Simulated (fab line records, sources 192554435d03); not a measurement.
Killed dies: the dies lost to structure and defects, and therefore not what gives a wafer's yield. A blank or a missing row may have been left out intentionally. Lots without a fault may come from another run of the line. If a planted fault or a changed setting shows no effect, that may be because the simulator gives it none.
Tool commonality check | flow n5Finfet | Sample size 11 lots and 31 wafers

## WHY IT WAS OPENED
On 3 of the 11 lots, a flag is raised at N5_BEOL_M10_CD_MEAS_28 on the reading cdNm. Wafers without a fault read 70.2 nm, standard deviation 0.92.
Rule: a lot gets a flag if all its wafers with a number sit over 4 standard deviations from that mean, or if no wafer of it has a number. As for the other lots, they are considered sound.

lot  | measured     | on       | cdNm (nm), wafer by wafer | flag
L935 | day 10 17:28 | cdSem-02 | 71.2 71.2 70.7            | 
L936 | day 10 17:44 | cdSem-01 | 70.1 68.9 70.1            | 
L939 | day 11 17:13 | cdSem-02 | 70.1 69.8 70.9            | 
L942 | day 11 23:08 | cdSem-02 | 63.4 63.8                 | FLAGGED
L943 | day 12 22:48 | cdSem-02 | 64.1 64.6 64.3            | FLAGGED
L946 | day 14 02:21 | cdSem-01 | 64.4 63.7 64.0            | FLAGGED
L947 | day 14 02:31 | cdSem-02 | 68.7 68.8 69.1            | 
L948 | day 14 02:41 | cdSem-01 | 70.1 70.5 69.9            | 
L950 | day 14 09:49 | cdSem-02 | 69.7 70.5 69.7            | 
L949 | day 14 09:59 | cdSem-02 | 69.0 70.6                 | 
L955 | day 15 06:34 | cdSem-02 | 68.7 69.1 69.9            | 
On average the flagged lots' numbers are 64.0 nm, which is -6.2 nm against the usual, or -7 standard deviations.

## WHICH TOOL EACH LOT WENT THROUGH
2 process steps preceding the reading are held in the record, out of 1938 steps in the route. Cell contents, in order: the tool; ch with the chambers the sampled wafers went through; the start.
lot  | flag    | N5_BEOL_M10_HM_OPEN_17           | N5_BEOL_M10_EXPOSE_25
L935 |         | rieMetal-03 ch 1, day 10 16:37   | arfiScanner-02 ch 0, day 10 17:20
L936 |         | rieMetal-02 ch 0,1, day 10 16:22 | arfiScanner-03 ch 0, day 10 17:36
L939 |         | rieMetal-01 ch 0,1, day 11 16:29 | arfiScanner-03 ch 0, day 11 17:05
L942 | FLAGGED | rieMetal-03 ch 0, day 11 22:26   | arfiScanner-03 ch 0, day 11 23:01
L943 | FLAGGED | rieMetal-03 ch 0,1, day 12 22:04 | arfiScanner-03 ch 0, day 12 22:40
L946 | FLAGGED | rieMetal-02 ch 0,1, day 14 00:17 | arfiScanner-03 ch 0, day 14 02:13
L947 |         | rieMetal-02 ch 0,1, day 14 00:23 | arfiScanner-02 ch 0, day 14 02:23
L948 |         | rieMetal-01 ch 0,1, day 14 00:20 | arfiScanner-01 ch 0, day 14 02:33
L950 |         | rieMetal-01 ch 0,1, day 14 08:08 | arfiScanner-01 ch 0, day 14 09:41
L949 |         | rieMetal-01 ch 0,1, day 14 08:23 | arfiScanner-02 ch 0, day 14 09:52
L955 |         | rieMetal-02 ch 0,1, day 15 05:53 | arfiScanner-02 ch 0, day 15 06:26
These steps, and what they do:
- N5_BEOL_M10_HM_OPEN_17: chemistry Cl2/BCl3, target TiN, target depth 20 nm, overetch 6 nm.
- N5_BEOL_M10_EXPOSE_25: exposes mask V9.
- N5_BEOL_M10_CD_MEAS_28: target cd 70 nm.

## FLAGGED OVER TOTAL, TOOL BY TOOL (the gauges that took the reading come last)
step                   | tool           | lots run | flagged | share of the flagged lots | sound lots run after its first flagged lot
N5_BEOL_M10_HM_OPEN_17 | rieMetal-01    | 4        | 0       | none                      | -
N5_BEOL_M10_HM_OPEN_17 | rieMetal-02    | 4        | 1       | some                      | 2 (L947,L955)
N5_BEOL_M10_HM_OPEN_17 | rieMetal-03    | 3        | 2       | some                      | 0
N5_BEOL_M10_EXPOSE_25  | arfiScanner-01 | 2        | 0       | none                      | -
N5_BEOL_M10_EXPOSE_25  | arfiScanner-02 | 4        | 0       | none                      | -
N5_BEOL_M10_EXPOSE_25  | arfiScanner-03 | 5        | 3       | all                       | 0
N5_BEOL_M10_CD_MEAS_28 | cdSem-01       | 3        | 1       | some                      | 1 (L948)
N5_BEOL_M10_CD_MEAS_28 | cdSem-02       | 8        | 2       | some                      | 4 (L947,L950,L949,L955)

## WHAT THE TABLE ALLOWS
In the table, 1 row covers all flagged lots: arfiScanner-03 at N5_BEOL_M10_EXPOSE_25.
- arfiScanner-03 at N5_BEOL_M10_EXPOSE_25 ran 5 lots, 3 of them flagged. It ran its last sound lot, L939, at day 11 17:05 and its first flagged lot, L942, at day 11 23:01: a fault with its onset between the two fits. Its own readings lie more than 4 standard deviations out on every wafer of the flagged lots: exposureDoseMJCm2.
Left over: one tool, arfiScanner-03 at N5_BEOL_M10_EXPOSE_25.

## WHAT THE SIMULATOR HAD INSERTED
Process parameters drifting: arfiScanner-03 at N5_BEOL_M10_EXPOSE_25, beginning at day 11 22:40. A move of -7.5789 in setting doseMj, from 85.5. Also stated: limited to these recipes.
Struck lots among those shown: L942, L943, L946. The rule above reached the same finding.
